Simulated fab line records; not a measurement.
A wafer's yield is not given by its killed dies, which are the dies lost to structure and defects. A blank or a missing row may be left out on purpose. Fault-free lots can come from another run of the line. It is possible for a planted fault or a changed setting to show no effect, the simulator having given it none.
Matching of chambers -- flow n5-finfet -- cmp-04 running N5_PMOS_HMC_CHANNEL_EPI_CMP_21: 4 sister chambers
The step polishes SiGe30, target thk 54 nm. 8 wafers are shown with their chamber, then 10 later ones without.

WAFERS, EACH WITH ITS CHAMBER
wafer,chamber,motor-current-A (A)
L074.4,1,13.2
L079.1,1,13.5
L079.5,0,9.0
L081.1,0,9.5
L081.3,2,13.3
L081.6,3,10.9
L091.4,2,13.6
L091.5,3,10.3

WAFERS MISSING THEIR CHAMBER
wafer,motor-current-A (A)
L091.6,9.6
L092.1,13.6
L092.2,9.8
L092.4,12.7
L093.1,13.7
L093.3,13.6
L093.4,9.7
L095.2,10.1
L095.4,9.7
L095.5,13.8

WHICH CHAMBER EACH ONE RAN IN
wafer,from the rows above,in truth
L091.6,0,0
L092.1,can't be placed: 2 or 1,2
L092.2,can't be placed: 0 or 3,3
L092.4,can't be placed: 1 or 2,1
L093.1,can't be placed: 2 or 1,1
L093.3,can't be placed: 2 or 1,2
L093.4,can't be placed: 0 or 3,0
L095.2,can't be placed: 3 or 0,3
L095.4,can't be placed: 0 or 3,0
L095.5,can't be placed: 2 or 1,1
1 of 10 placed correctly. These rows do not allow placing 9 (true chamber among the candidates in 9). Wrongly placed: 0.
How it was worked out, from the rows above alone: a wafer's distance from a chamber is the root of the sum, over the readings, of the square of ((its reading less the chamber's mean) divided by the reading's scatter). The wafer belongs to the nearest chamber; if the next one is less than 2 further off, it can't be placed. A chamber's mean is the mean of its shown wafers. The scatter: the root of (the sum of the squares of (reading less its chamber's mean) over the shown wafers, divided by (wafers less chambers)).
